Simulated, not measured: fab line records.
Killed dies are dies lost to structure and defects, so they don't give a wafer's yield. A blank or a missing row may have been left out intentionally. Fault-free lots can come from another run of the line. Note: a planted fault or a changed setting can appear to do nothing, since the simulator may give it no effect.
fab line records ; flow n5Finfet
record: lots: 6; wafers: 18; lastDay: 18
route steps=1938 shown BEOL_M14@1767 BEOL_M15@1773 PASSIVATION@1936
lots that met no fault: from a run of the same line without faults
startH: the number of hours between the record's first day and the start of the first shown wafer of the lot ; waitH: time in hours since the lot's previous step ; " repeats the value in the row above ; L1.1+2: a row that stands for several wafers ; - no value, or no start was given ; * or withheld: withheld ; < > ~ a bound
route shown NAME@n: a module of which the file shows steps, and the number in the route of the first ; usual: the fault-free wafers' mean and standard deviation ; same: alike in all rows ; chamber/n: place in a boat ; sites: each site's reading ; _std_site: standard deviation of those values ; _edge_site: the outer-site mean with the inner-site mean subtracted ; radiusMm: for every site, how far away it sits from the centre of the wafer ; mask NAME#n: copy n ; behind: the last tool/chamber to shape the wafer ; hold: cause of the lot's hold/its duration in hours/its outcome ; device: whichever transistor did not switch (one of n, p or np) ; end of line: tests of these same wafers at the route's end ; step lacking rows: just its recipe ; killed: at the first sort, the dies lost to defects and structure; wafer yield is something else ; map: a wafer's dies, x killed, . not, _ none there
set.NAME: the setting as run; set.NAME@STEP: as run at that earlier step ; model.NAME: the simulator's own value behind a step, which no gauge read
lots at some steps of the route; a table a step, a row a wafer
services: a tool's chamber out of use, with start hour (startH, from the record's first day; less than 0 if before it), hours out, and reason
== steps ==
step: N5_BEOL_M14_CMP_49
recipe: stopOn: SiO2; tOverpolishS: 5.2; downForcePsi: 2; platenRpm: 80; clearingPlatenDownForcePsi: 2; clearingPlatenRpm: 80; postCmpClean: cuAlkaline; targetThkNm: 560; clearingPlatenPadVelocityMS: 1.5917; padVelocityMS: 1.5917
usual: barrierFieldEndpointS: 11.29/0.28; motorCurrentA: 8.2/1; overpolishRunS: 5.201/0.0097; platenRpm: 80.00/0.058; slurryFlowMlMin: 150.0/0.48; timeToEndpointS: 121/3.9
lot.wafer;tool;chamber;startH;waitH;barrierFieldEndpointS;motorCurrentA;overpolishRunS;platenRpm;slurryFlowMlMin;timeToEndpointS
L722.4;cmp-04;0;288.43;0.2;11.12;7.0;5.189;79.97;149.7;120
L722.6;cmp-04;2;288.43;0.2;11.22;8.6;5.214;80.00;150.1;124
L722.5;cmp-04;3;288.43;0.2;11.04;6.1;5.213;80.01;150.6;119
L724.1;cmp-01;1;308.96;0.3;11.08;9.6;5.202;80.09;150.5;121
L724.3;cmp-01;2;308.96;0.3;11.12;7.3;5.194;80.01;150.0;120
L724.4;cmp-01;3;308.96;0.3;10.99;8.8;5.188;79.97;149.3;124
L726.4;cmp-01;0;331.12;0.1;11.25;6.6;5.203;80.03;150.7;122
L726.3;cmp-01;3;331.12;0.1;11.93;8.9;5.207;79.90;149.0;134
L726.6;cmp-01;0;331.12;0.1;11.54;6.8;5.214;80.05;149.3;123
L729.4;cmp-01;1;337.72;0.1;11.14;8.8;5.203;80.05;150.2;119
L729.1;cmp-01;3;337.72;0.1;11.57;8.6;5.213;80.01;149.8;127
L729.3;cmp-01;0;337.72;0.1;10.87;6.8;5.200;80.08;150.8;118
L738.1;cmp-01;0;388.12;0.3;11.42;7.1;5.205;80.06;150.8;122
L738.4;cmp-01;1;388.12;0.3;11.16;9.0;5.191;80.01;149.7;122
L738.5;cmp-01;3;388.12;0.3;11.98;8.6;5.200;79.96;149.9;129
L737.3;cmp-03;0;395.28;0.2;11.29;8.0;5.198;79.99;150.1;118
L737.1;cmp-03;3;395.28;0.2;11.23;8.7;5.210;80.05;150.1;115
L737.5;cmp-03;1;395.28;0.2;11.35;8.0;5.214;79.99;150.6;119
step: N5_BEOL_M14_THK_MEAS_50
recipe: thkMeasGauge: xrf; reads: Cu_of_BEOL_M14_ECD_47
usual: M14_THK: 555/13
lot.wafer;tool;chamber;startH;waitH;M14_THK[nm]
L722.4;filmMetro-01;-;288.65;-;538
L722.5;filmMetro-01;-;288.65;-;549
L722.6;filmMetro-01;-;288.65;-;548
L724.1;filmMetro-02;-;309.22;-;549
L724.3;filmMetro-02;-;309.22;-;547
L724.4;filmMetro-02;-;309.22;-;549
L726.3;filmMetro-01;-;331.41;-;543
L726.4;filmMetro-01;-;331.41;-;571
L726.6;filmMetro-01;-;331.41;-;536
L729.1;filmMetro-01;-;338.01;-;546
L729.3;filmMetro-01;-;338.01;-;549
L729.4;filmMetro-01;-;338.01;-;561
L738.1;filmMetro-02;-;388.34;-;558
L738.4;filmMetro-02;-;388.34;-;547
L738.5;filmMetro-02;-;388.34;-;548
L737.1;filmMetro-02;-;395.58;-;542
L737.3;filmMetro-02;-;395.58;-;562
L737.5;filmMetro-02;-;395.58;-;551
step: N5_BEOL_M14_PRE_CLEAN_52
recipe: gas: NH3; timeS: 15; tempC: withheld; rfPowerW: 300
step: N5_BEOL_M14_DEP_53
recipe: material: SiCN; targetThkA: 500; tempC: withheld; precursor: 3MS/NH3; pressureTorr: 3; rfW: 675; timeS: 17.8
usual: showerheadPlenumPTorr: 4.145/0.021; throttleValvePct: 18.2/1
lot.wafer;tool;chamber;startH;waitH;showerheadPlenumPTorr;throttleValvePct
L722.4;pecvd-01;2;288.73;0.0;4.131;18.3
L722.5;pecvd-01;1;288.73;0.0;4.143;18.0
L722.6;pecvd-01;0;288.73;0.0;4.159;19.5
L724.1;pecvd-04;1;309.29;0.0;4.185;17.8
L724.3;pecvd-04;0;309.29;0.0;4.153;18.3
L724.4;pecvd-04;0;309.29;0.0;4.134;18.3
L726.3;pecvd-04;0;331.48;0.0;4.131;18.2
L726.4;pecvd-04;0;331.48;0.0;4.138;18.3
L726.6;pecvd-04;2;331.48;0.0;4.157;15.9
L729.1;pecvd-01;1;338.09;0.0;4.142;18.2
L729.3;pecvd-01;1;338.09;0.0;4.146;17.9
L729.4;pecvd-01;0;338.09;0.0;4.156;19.2
L738.1;pecvd-02;2;388.40;0.0;4.127;17.9
L738.4;pecvd-02;2;388.40;0.0;4.119;18.0
L738.5;pecvd-02;0;388.40;0.0;4.166;17.3
L737.1;pecvd-01;2;395.65;0.0;4.135;18.4
L737.3;pecvd-01;0;395.65;0.0;4.152;19.5
L737.5;pecvd-01;0;395.65;0.0;4.149;19.8
step: N5_BEOL_M14_RS_MEAS_54
recipe: thkMeasGauge: four-point-probe; reads: Cu_of_BEOL_M14_ECD_47+Ta_of_BEOL_M14_SPUTTER_44+TaN_of_BEOL_M14_SPUTTER_43
usual: M14_RS: 0.0333/0.00075
lot.wafer;tool;chamber;startH;waitH;M14_RS[ohm/sq]
L722.4;filmMetro-02;-;288.78;0.0;0.0343
L722.5;filmMetro-02;-;288.78;0.0;0.0337
L722.6;filmMetro-02;-;288.78;0.0;0.0338
L724.1;filmMetro-01;-;309.35;0.0;0.0339
L724.3;filmMetro-01;-;309.35;0.0;0.0341
L724.4;filmMetro-01;-;309.35;0.0;0.0341
L726.3;filmMetro-01;-;331.54;0.1;0.0338
L726.4;filmMetro-01;-;331.54;0.1;0.0319
L726.6;filmMetro-01;-;331.54;0.1;0.0341
L729.1;filmMetro-01;-;338.17;0.1;0.0336
L729.3;filmMetro-01;-;338.17;0.1;0.0336
L729.4;filmMetro-01;-;338.17;0.1;0.0328
L738.1;filmMetro-01;-;388.47;0.0;0.0333
L738.4;filmMetro-01;-;388.47;0.0;0.0341
L738.5;filmMetro-01;-;388.47;0.0;0.0341
L737.1;filmMetro-01;-;395.74;0.1;0.0343
L737.3;filmMetro-01;-;395.74;0.1;0.0331
L737.5;filmMetro-01;-;395.74;0.1;0.0337
step: N5_BEOL_M14_INSPECT_55
recipe: inspectInstrument: darkfield; mode: postDep
usual: rawDefectCount: 70/24
lot.wafer;tool;chamber;startH;waitH;rawDefectCount
L722.4;defectInspect-02;-;288.80;0.0;97
L722.5;defectInspect-02;-;288.80;0.0;61
L722.6;defectInspect-02;-;288.80;0.0;41
L724.1;defectInspect-01;-;309.38;0.0;78
L724.3;defectInspect-01;-;309.38;0.0;74
L724.4;defectInspect-01;-;309.38;0.0;73
L726.3;defectInspect-02;-;331.57;0.0;83
L726.4;defectInspect-02;-;331.57;0.0;75
L726.6;defectInspect-02;-;331.57;0.0;85
L729.1;defectInspect-02;-;338.20;0.0;95
L729.3;defectInspect-02;-;338.20;0.0;62
L729.4;defectInspect-02;-;338.20;0.0;58
L738.1;defectInspect-02;-;388.49;0.0;36
L738.4;defectInspect-02;-;388.49;0.0;132
L738.5;defectInspect-02;-;388.49;0.0;122
L737.1;defectInspect-01;-;395.76;0.0;57
L737.3;defectInspect-01;-;395.76;0.0;36
L737.5;defectInspect-01;-;395.76;0.0;68
step: N5_BEOL_M15_ILD_DEP_00
recipe: material: SiO2; targetThkA: 16293; tempC: 400; precursor: TEOS/O2; pressureTorr: 6.5; rfW: 900; teosFlowSccm: 161.4; gas: O2; flowSccm: 2650; timeS: 346.1
usual: heaterPowerW: 543/94; showerheadPlenumPTorr: 8.338/0.027; throttleValvePct: 18.8/0.96
lot.wafer;tool;chamber;startH;waitH;heaterPowerW;showerheadPlenumPTorr;throttleValvePct
L722.4;pecvd-03;0;288.95;0.1;645;8.324;19.6
L722.5;pecvd-03;1;288.95;0.1;486;8.392;19.1
L722.6;pecvd-03;2;288.95;0.1;681;8.351;17.4
L724.1;pecvd-03;2;309.42;0.0;593;8.358;17.5
L724.3;pecvd-03;1;309.42;0.0;597;8.398;19.3
L724.4;pecvd-03;0;309.42;0.0;492;8.319;19.6
L726.3;pecvd-03;2;331.71;0.1;543;8.352;17.7
L726.4;pecvd-03;0;331.71;0.1;499;8.309;19.7
L726.6;pecvd-03;2;331.71;0.1;638;8.349;17.8
L729.1;pecvd-03;0;338.23;0.0;641;8.337;19.5
L729.3;pecvd-03;2;338.23;0.0;530;8.351;17.6
L729.4;pecvd-03;0;338.23;0.0;475;8.330;19.9
L738.1;pecvd-03;2;388.53;0.0;575;8.338;17.5
L738.4;pecvd-03;2;388.53;0.0;666;8.347;17.7
L738.5;pecvd-03;1;388.53;0.0;585;8.392;19.7
L737.1;pecvd-04;0;395.80;0.0;503;8.315;19.0
L737.3;pecvd-04;1;395.80;0.0;570;8.363;18.6
L737.5;pecvd-04;2;395.80;0.0;713;8.325;17.0
step: N5_BEOL_M15_THK_MEAS_01
recipe: reads: SiO2_of_BEOL_M15_ILD_DEP_00
usual: M15_ILD_THK: 1621/21
lot.wafer;tool;chamber;startH;waitH;M15_ILD_THK[nm]
L722.4;filmMetro-02;-;289.09;0.0;1642
L722.5;filmMetro-02;-;289.09;0.0;1656
L722.6;filmMetro-02;-;289.09;0.0;1640
L724.1;filmMetro-01;-;309.67;0.1;1608
L724.3;filmMetro-01;-;309.67;0.1;1623
L724.4;filmMetro-01;-;309.67;0.1;1637
L726.3;filmMetro-01;-;331.96;0.1;1579
L726.4;filmMetro-01;-;331.96;0.1;1612
L726.6;filmMetro-01;-;331.96;0.1;1604
L729.1;filmMetro-01;-;338.59;0.2;1587
L729.3;filmMetro-01;-;338.59;0.2;1609
L729.4;filmMetro-01;-;338.59;0.2;1623
L738.1;filmMetro-01;-;388.78;0.1;1582
L738.4;filmMetro-01;-;388.78;0.1;1620
L738.5;filmMetro-01;-;388.78;0.1;1626
L737.1;filmMetro-01;-;396.05;0.1;1609
L737.3;filmMetro-01;-;396.05;0.1;1622
L737.5;filmMetro-01;-;396.05;0.1;1677
step: N5_BEOL_M15_COAT_58
recipe: resist: BARC; tempC: 205; timeS: 60; spinRpm: 1500; resistThkNm: 89
step: N5_BEOL_M15_COAT_04
recipe: spinRpm: 1704; resistThkNm: 800
step: N5_BEOL_M15_EBR_06
recipe: solvent: PGMEA; ebrWidthMm: 1.5
step: N5_BEOL_M15_SOFTBAKE_05
recipe: tempC: 130; timeS: 60
step: N5_BEOL_M15_EXPOSE_07
recipe: maskId: V14; na: 0.8; sourceShape: annular; sigmaInner: 0.5; sigmaOuter: 0.8; polarization: unpolarized; attpsmPhaseDeg: 180; doseMj: 41.25
same: sigmaInner: 0.5; sigmaOuter: 0.8
lot.wafer;tool;chamber;startH;waitH;mask
L722.4+5+6;krfScanner-01;0;289.24;-;V14#0
L724.1+3+4;krfScanner-02;0;309.92;-;V14#0
L726.3+4+6;krfScanner-02;0;332.11;-;V14#0
L729.1+3+4;krfScanner-02;0;338.72;-;V14#0
L738.1+4+5;krfScanner-01;0;388.91;-;V14#0
L737.1+3+5;krfScanner-01;0;396.18;-;V14#0
step: N5_BEOL_M15_PEB_08
recipe: pebTempC: 130; pebTimeS: 90
step: N5_BEOL_M15_DEVELOP_09
recipe: developTimeS: 45; rinseLiquid: diw; dry: airSpin; devTempC: 21
step: N5_BEOL_M15_HARDBAKE_14
recipe: tempC: 130; timeS: 120
step: N5_BEOL_M15_CD_MEAS_10
recipe: targetCdNm: 360; landingEnergyEv: 500; detector: seInlens; polarity: opening
usual: cdNm: 359.6/1.5
lot.wafer;tool;chamber;startH;waitH;cdNm
L722.4;cdSem-03;0;289.40;-;362.6
L722.5;cdSem-03;0;289.40;-;360.7
L722.6;cdSem-03;0;289.40;-;359.7
L724.1;cdSem-03;0;310.10;-;360.1
L724.3;cdSem-03;0;310.10;-;359.7
L724.4;cdSem-03;0;310.10;-;359.3
L726.3;cdSem-01;0;332.27;-;391.5
L726.4;cdSem-01;0;332.27;-;360.1
L726.6;cdSem-01;0;332.27;-;359.4
L729.1;cdSem-02;0;338.89;-;357.9
L729.3;cdSem-02;0;338.89;-;389.7
L729.4;cdSem-02;0;338.89;-;357.6
L738.1;cdSem-03;0;389.08;-;361.4
L738.4;cdSem-03;0;389.08;-;363.1
L738.5;cdSem-03;0;389.08;-;360.7
L737.1;cdSem-03;0;396.36;-;360.8
L737.3;cdSem-03;0;396.36;-;358.9
L737.5;cdSem-03;0;396.36;-;360.9
step: N5_BEOL_M15_OVL_MEAS_11
recipe: pointsPerWafer: 44
usual: V14_OVL: -1/5.2
lot.wafer;tool;chamber;startH;waitH;V14_OVL[nm]
L722.4;overlay-02;0;289.42;0.0;-1
L722.5;overlay-02;0;289.42;0.0;-5
L722.6;overlay-02;0;289.42;0.0;4
L724.1;overlay-01;0;310.13;0.0;-12
L724.3;overlay-01;0;310.13;0.0;-7
L724.4;overlay-01;0;310.13;0.0;-12
L726.3;overlay-01;0;332.30;0.0;0
L726.4;overlay-01;0;332.30;0.0;-4
L726.6;overlay-01;0;332.30;0.0;-2
L729.1;overlay-01;0;338.93;0.0;-6
L729.3;overlay-01;0;338.93;0.0;-6
L729.4;overlay-01;0;338.93;0.0;-5
L738.1;overlay-02;0;389.11;0.0;5
L738.4;overlay-02;0;389.11;0.0;6
L738.5;overlay-02;0;389.11;0.0;-1
L737.1;overlay-02;0;396.39;0.0;0
L737.3;overlay-02;0;396.39;0.0;-6
L737.5;overlay-02;0;396.39;0.0;4
step: N5_PASSIVATION_PROBE_49
usual: defectLimitedYield: 91.0/1.3; killed_at_M0_to_M3: 36/9.5; killed_at_M4_up: 14/5.6; killedAtContacts: 12/6.4; killedAtFrontEnd: 40/10; killedAtOther: 3.2/3; killedDies: 107/15; killedOpen: 69/12; killedShort: 35/7.7; sort_bin_5_function: 5.3/0.91; sort_bin_6_memory: 3.3/0.65; sortNPass: 1073/15; sortYieldPct: 91.0/1.3
same: grossDies: 1180; killedAtBackSide: 0; sort_bin_4_leakage[%]: 0; sort_bin_8_speed[%]: 0
lot.wafer;tool;chamber;startH;waitH;defectLimitedYield[%];killed_at_M0_to_M3;killed_at_M4_up;killedAtContacts;killedAtFrontEnd;killedAtOther;killedDies;killedOpen;killedShort;sort_bin_5_function[%];sort_bin_6_memory[%];sortNPass;sortYieldPct[%]
L726.3;prober-01;-;354.78;0.1;89.4;51;19;13;38;4;125;78;43;6.3;4.1;1055;89.4
L729.3;prober-02;-;358.26;0.1;89.4;44;17;8;53;3;125;79;41;6.3;3.5;1055;89.4
killed by level:class
L726.3 BEOL_M0_SAQP:geometricParticle:open=18 BEOL_M0_SAQP:geometricParticle:short=12 MOL_CONTACT_COAG:geometricParticle:open=10 STI_FIN_REVEAL:geometricParticle:open=7 GATE_CUT:geometricParticle:short=6 BEOL_M4:geometricParticle:open=6 FIN_SAQP:geometricParticle:short=5 BEOL_M1:geometricParticle:short=5
L729.3 STI_FIN_REVEAL:geometricParticle:open=16 BEOL_M1:geometricParticle:short=10 FIN_SAQP:geometricParticle:open=9 BEOL_M2:geometricParticle:open=8 BEOL_M4:geometricParticle:open=7 BEOL_M0_SAQP:geometricParticle:short=7 MOL_CONTACT_COAG:geometricParticle:open=6 FIN_SAQP:geometricParticle:short=5
== services ==
tool;chamber;startH;hours;kind
cmp-04;-;265.77;0.9;repair
krfScanner-02;-;265.98;1.0;pm
krfScanner-02;0;269.06;-;calibration
cmp-03;-;294.90;1.3;repair
pecvd-03;0;300.29;4.7;repair
krfScanner-01;-;304.12;0.8;pm
pecvd-02;-;307.51;5.5;pm
cmp-01;-;319.03;0.4;repair
pecvd-03;1;319.50;25.3;repair
cmp-03;-;320.45;4.0;pm
pecvd-01;2;326.11;-;calibration
cmp-03;-;327.85;5.0;pm
cmp-03;-;332.90;6.2;pm
pecvd-02;-;337.70;3.3;repair
krfScanner-01;-;349.87;11.6;pm
cmp-01;-;350.53;1.4;repair
pecvd-01;0;351.26;5.5;scheduledDown
pecvd-04;0;353.65;2.1;scheduledDown
pecvd-01;1;356.72;2.1;scheduledDown
cmp-03;-;371.52;0.7;repair
krfScanner-02;-;377.17;0.8;pm
cmp-03;-;379.59;3.1;repair
cmp-04;-;389.28;0.9;repair
cmp-04;-;394.84;3.5;pm
== key ==
firstSign: step: N5_BEOL_M15_CD_MEAS_10; reading: cdNm; direction: up; sigmas: 20; usual: 359.6; struck: 390.6
effect none on later readings
metAt N5_BEOL_M15_EXPOSE_07
struckWafers L726.3,L729.3
onsetBetween 309.92 332.11
fault: kind: processParameterDrift; tool: krfScanner-02; chamber: -; onsetH: 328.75; steps: N5_BEOL_M15_EXPOSE_07; channel: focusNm; offset: 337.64; shape: step; endH: 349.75; scope: struckWafersOnly
